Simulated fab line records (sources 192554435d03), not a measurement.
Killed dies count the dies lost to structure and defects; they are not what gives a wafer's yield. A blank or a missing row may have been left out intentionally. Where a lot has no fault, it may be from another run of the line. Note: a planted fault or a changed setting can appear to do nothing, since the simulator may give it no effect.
Chamber matching    flow n5_finfet    ald_metal-04 running N5_HKMG_FIN_ALD_36: 4 sister chambers
The step deposits TiN, target thk 1 nm, pulse time 1 s, purge time 3 s. 16 wafers are shown with their chamber, then 8 later ones without.

== WAFERS, EACH WITH ITS CHAMBER ==
wafer   chamber  heater_power_w (W)  heater_power_outer_w (W)  precursor_pulse_height_rel
L074.1  2        921                 577                       0.993
L074.4  3        733                 450                       0.985
L074.6  3        723                 439                       1.006
L077.2  0        1056                653                       0.999
L077.3  2        972                 558                       0.981
L077.5  2        976                 566                       1.003
L078.1  3        726                 444                       0.993
L078.2  2        956                 573                       0.971
L078.3  1        988                 621                       1.000
L083.1  0        1076                641                       1.019
L083.5  2        961                 559                       0.991
L083.6  1        996                 597                       1.000
L084.1  0        1081                672                       1.003
L084.2  1        1001                602                       0.993
L084.4  2        926                 561                       0.994
L089.1  1        1002                621                       1.037

SIGNATURES (averages over the wafers above)
reading                     chamber 0  chamber 1  chamber 2  chamber 3  scatter within a chamber
heater_power_w              1071.00    996.75     952.00     727.33     16.4
heater_power_outer_w        655.33     610.25     565.67     444.33     10.5
precursor_pulse_height_rel  1.00700    1.00750    0.98883    0.99467    0.0138
Rule: distance of a wafer from a chamber = root of the sum over the readings of ((wafer's reading minus chamber's mean) / reading's scatter) squared. If the next closest chamber is less than 2 further off than the closest, the wafer can't be placed; otherwise it belongs to the closest. How the scatter is found: for the shown wafers, subtract from each reading the mean of its chamber, square and add these, divide the total by (wafers less chambers), then take the root.

== WAFERS WITHOUT THEIR CHAMBER ==
wafer   heater_power_w (W)  heater_power_outer_w (W)  precursor_pulse_height_rel
L089.2  739                 460                       0.990
L089.6  955                 572                       1.030
L091.3  985                 582                       1.005
L091.4  1058                651                       1.000
L091.5  970                 550                       0.986
L093.3  965                 564                       1.042
L093.4  981                 566                       0.985
L093.6  738                 455                       0.989

== WHICH CHAMBER EACH ONE RAN IN ==
wafer   from the rows above      in truth
L089.2  3                        3
L089.6  can't be placed: 2 or 1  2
L091.3  can't be placed: 1 or 2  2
L091.4  0                        0
L091.5  2                        2
L093.3  can't be placed: 2 or 1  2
L093.4  2                        2
L093.6  3                        3
5 of 8 placed correctly. Unplaceable from these rows: 3, with the true chamber sitting among the candidates in 3. Wrongly placed: 0.
